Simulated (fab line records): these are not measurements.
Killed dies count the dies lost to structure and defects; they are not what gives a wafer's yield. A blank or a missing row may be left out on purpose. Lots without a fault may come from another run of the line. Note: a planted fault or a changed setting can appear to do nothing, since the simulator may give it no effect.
8D (eight disciplines) problem report, filled in by code	flow n5-finfet	the parts of the form that need people (team, actions taken, sign-off) are left out

== 1. THE ISSUE ==
time-to-endpoint-s at N5_BEOL_M9_CMP_52 reads a mean of 111.9 s on 4 wafers of 3 lots; wafers without a fault read 65.6 s with a standard deviation of 2.6. That is +18 standard deviations from the usual mean.
The step: polishes, stops on SiCOH lowk, t overpolish 7 s, target thk 140 nm.
First seen on wafer L258.2, day 15 11:17, on cmp-03. The record holds 33 wafers of 11 lots with a number at this step. The rule behind "out" and "out of limits": a value lying over 4 standard deviations away from the usual mean. The other wafers with a number count as sound.

== 2. WHAT IT IS; WHAT IT IS NOT ==
question	is	is not
which readings at this step	time-to-endpoint-s	motor-current-A
which lots	L258, L259, L262	L245, L246, L248, L249, L250, L251, L254, L256
which wafers of those lots	L258.2, L259.2, L262.1, L262.2	L258.4, L258.5, L259.3, L259.4, L262.4
read on which tools	cmp-03, cmp-04	cmp-02
when	from day 15 11:17	up to then (26 sound wafers); but 3 sound wafers of L259, L262 came after

== 3. WHAT RULES OUT EACH SUSPECT ==
Counting: any tool at a process step up to the reading remains a suspect provided it ran every lot that is out. Sound lots after the first of them don't rule it out here, since some wafers of a struck lot are sound.
- ecd-cu-01 at N5_BEOL_M9_ECD_50 (material Cu, target thk 318 nm): kept. Every lot that is out went through it, the first being L258 (day 15 10:51); the last sound lot it ran before that was L256 (day 14 19:30).
The count leaves ecd-cu-01 at N5_BEOL_M9_ECD_50.

== 4. THE CAUSE (what the simulator had put in) ==
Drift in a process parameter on ecd-cu-01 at N5_BEOL_M9_ECD_50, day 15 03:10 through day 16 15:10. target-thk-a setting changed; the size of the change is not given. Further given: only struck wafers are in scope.
This tool alone remained once counting was done.

== 5. SEQUENCE OF EFFECTS, ordered by route ==
Each row: a reading where the mean over the struck wafers with a number is more than 3 standard deviations away from the usual. Only readings for which the record gives a usual standard deviation are gone through. hours: the time from each lot's start at the first step in this table that gives one to its start at this step, as a median over the lots. sigmas: the change in usual standard deviations.
hours	step	reading	usual	on struck wafers	change	sigmas
0	N5_BEOL_M9_CMP_52	time-to-endpoint-s	65.6 s	111.9	+46.3	+18
Process steps it contains:
- N5_BEOL_M9_CMP_52: polishes, stops on SiCOH lowk, t overpolish 7 s, target thk 140 nm.

== 6. WHAT WOULD HAVE CAUGHT IT SOONER ==
The fault began at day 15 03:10; the first out-of-limits reading in this record came at day 15 11:17, 8 hours later.
L259, L262, from the lots that are out (3), started N5_BEOL_M9_ECD_50 on ecd-cu-01 later than day 15 11:17. A hold on the tool at that time would have spared those 2.
